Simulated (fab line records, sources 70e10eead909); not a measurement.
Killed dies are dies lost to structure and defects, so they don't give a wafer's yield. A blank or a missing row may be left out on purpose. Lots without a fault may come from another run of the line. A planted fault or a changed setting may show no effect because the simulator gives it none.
A struck lot beside a sound one | flow nand_harc | 20 steps out of a route of 1302
Sound: wafers L389.1, L389.2, L389.4. Struck: wafer L407.4. (L407.2, L407.5 of the same lot were not struck and are left out.) The cause comes at the end.
At each step with rows: each side's tool, then ch and its chambers, then its first start. Under that, the readings that differ: sound wafers | struck wafers | difference of the means | sigmas: that difference in standard deviations of wafers without a fault.
alike: readings whose means differ by less than 2 such deviations, and words and numbers that are the same on both sides. not compared: withheld readings, readings that some wafer has no value for, bounds like >300 that may hide the same value, and numbers for which the record gives no deviation and whose values overlap.
The two part at a step that has a row with sigmas, a row that says differs or no value, or rows on one side only. Numbers that don't overlap but have no deviation are shown without sigmas and don't part them. A reading that every wafer of one side lacks parts them only if that side has two wafers or more.

NHARC_P_M0_INSPECT_27:
  sound on defect_inspect-01, day 7 01:38; struck on defect_inspect-01, day 14 16:50
  alike: raw_defect_count
NHARC_P_M0_PRE_CLEAN_31: time 12 s.
  sound on pecvd-04 ch 1,2, day 7 01:43; struck on pecvd-02 ch 1, day 14 16:54
  alike: heater_power_w
NHARC_P_M0_DEP_32: deposits SiCN, target thk 30 nm.
  sound on pecvd-04 ch 1,2, day 7 01:47; struck on pecvd-02 ch 1, day 14 16:59
  alike: heater_power_w
then, 9 steps without rows for these wafers: NHARC_P_M1_DEP_00 (deposits SiOC, target thk 182.5 nm); NHARC_P_M1_DEHYDRATE_01 (time 120 s); NHARC_P_M1_HMDS_02 (time 30 s); NHARC_P_M1_COAT_34 (time 65 s); NHARC_P_M1_COAT_03 (resist thk 90 nm); NHARC_P_M1_SOFTBAKE_04 (time 55 s); NHARC_P_M1_EBR_05; NHARC_P_M1_EXPOSE_06 (exposes mask P M1, target cd 130 nm); NHARC_P_M1_PEB_07 (peb time 65 s).
NHARC_P_M1_DEVELOP_08: develop time 35 s.
  sound on litho_track-01 ch 0, day 7 02:00; struck on litho_track-06 ch 0, day 14 18:00
NHARC_P_M1_CD_MEAS_09: target cd 130 nm.
  sound on cd_sem-03 ch 0, day 7 03:02; struck on cd_sem-01 ch 0, day 14 18:13
  alike: cd_nm
NHARC_P_M1_OVL_MEAS_10: pitch 260 nm.
  sound on overlay-01, day 7 03:07; struck on overlay-01, day 14 18:18
  reading           | sound       | struck | difference | sigmas
  overlay_y_nm (nm) | 1.6 0.6 0.9 | -1.8   | -2.8       | -4
  alike: overlay_x_nm
NHARC_P_M1_INSPECT_11:
  sound on defect_inspect-01, day 7 03:09; struck on defect_inspect-02, day 14 18:20
  alike: raw_defect_count
NHARC_P_M1_DESCUM_14: chemistry O2, time 3 s.
  sound on rie_diel-01 ch 0,2,3, day 7 03:13; struck on rie_diel-08 ch 2, day 14 18:24
  reading                | sound           | struck | difference | sigmas
  rf_hours_counter_h (h) | 8 8 7           | 13     | +5         |
  model.P_M1.cd_nm (nm)  | 132.1 130.3 131 | 129.3  | -1.8       |
  alike: drypump_motor_current_A, oes_product_au, rf_vpp_V, showerhead_plenum_p_Torr, throttle_valve_pct
NHARC_P_M1_ETCH_35: etches the open film in N2/H2, target depth 40 nm, overetch 12 nm, time 43.94 s.
  sound on rie_diel-01 ch 0,1,3, day 7 03:18; struck on rie_diel-08 ch 3, day 14 18:29
  reading                | sound | struck | difference | sigmas
  rf_hours_counter_h (h) | 8 8 7 | 12     | +4         |
  alike: drypump_motor_current_A, oes_product_au, rf_vpp_V, showerhead_plenum_p_Torr, throttle_valve_pct
NHARC_P_M1_ETCH_15: etches the open film in C4F8/Ar, target depth 182.5 nm, time 91.2 s.
  sound on rie_diel-01 ch 1,2,3; struck on rie_diel-08 ch 3
  reading                | sound | struck | difference | sigmas
  rf_hours_counter_h (h) | 8 7 7 | 12     | +5         |
  alike: oes_product_au, rf_vpp_V
  not compared: model.P_M1.cd_nm
NHARC_P_M1_CD_MEAS_16:
  sound on cd_sem-03, day 7 03:31; struck on cd_sem-03, day 14 18:43
  alike: cd_nm

WHERE THEY PART
Only at NHARC_P_M1_OVL_MEAS_10, within this record. Later steps at which nothing parts them and some readings are alike: NHARC_P_M1_INSPECT_11, NHARC_P_M1_DESCUM_14, NHARC_P_M1_ETCH_35, NHARC_P_M1_ETCH_15, NHARC_P_M1_CD_MEAS_16.

WHY: what the simulator had put in
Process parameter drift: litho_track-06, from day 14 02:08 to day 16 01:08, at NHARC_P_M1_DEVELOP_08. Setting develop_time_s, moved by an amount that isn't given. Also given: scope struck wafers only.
